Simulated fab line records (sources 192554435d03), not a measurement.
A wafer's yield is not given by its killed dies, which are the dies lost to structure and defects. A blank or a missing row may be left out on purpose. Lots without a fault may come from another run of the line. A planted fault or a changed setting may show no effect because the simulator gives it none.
Matching of chambers ; flow n5 finfet ; N5_BEOL_M5_PRE_CLEAN_77 on cvd co-01: 3 sister chambers
The step time 15 s. 30 wafers are shown with their chamber, then 12 later ones without.

## WAFERS, EACH WITH ITS CHAMBER
wafer;chamber;heater power w (W)
L074.2;2;65
L074.3;1;88
L074.6;0;96
L075.1;1;87
L075.2;0;96
L075.3;2;64
L081.2;0;98
L081.3;1;85
L081.6;1;87
L082.3;0;97
L082.4;2;65
L082.5;0;98
L083.3;2;64
L083.5;1;87
L083.6;0;96
L086.1;1;87
L086.3;2;64
L086.5;1;86
L085.3;2;64
L085.4;2;67
L085.6;0;98
L089.1;1;88
L089.5;0;98
L089.6;2;65
L088.1;1;86
L088.2;0;97
L088.4;2;65
L091.1;0;100
L091.4;0;98
L091.5;2;65

SIGNATURES, as means of the wafers listed above
reading;chamber 0;chamber 1;chamber 2;scatter within a chamber
heater power w;97.45;86.78;64.80;1.05
Rule: a wafer lies at a distance from a chamber equal to the root of the sum of squares, over the readings, of (its reading less the chamber's mean, divided by the reading's scatter). If the next closest chamber is less than 2 further off than the closest, the wafer can't be placed; otherwise it belongs to the closest. The scatter: the root of (the sum of the squares of (reading less its chamber's mean) over the shown wafers, divided by (wafers less chambers)).

## WAFERS WITHOUT THEIR CHAMBER
wafer;heater power w (W)
L093.2;94
L093.3;85
L093.4;86
L092.4;66
L092.5;98
L092.6;86
L096.1;87
L096.5;100
L096.6;66
L097.1;97
L097.3;68
L097.5;65

## WHICH CHAMBER EACH ONE RAN IN
wafer;from the rows above;in truth
L093.2;0;0
L093.3;1;1
L093.4;1;1
L092.4;2;2
L092.5;0;0
L092.6;1;1
L096.1;1;1
L096.5;0;0
L096.6;2;2
L097.1;0;0
L097.3;2;2
L097.5;2;2
12 of 12 placed correctly. From these rows, 0 cannot be placed. 0 placed wrongly.
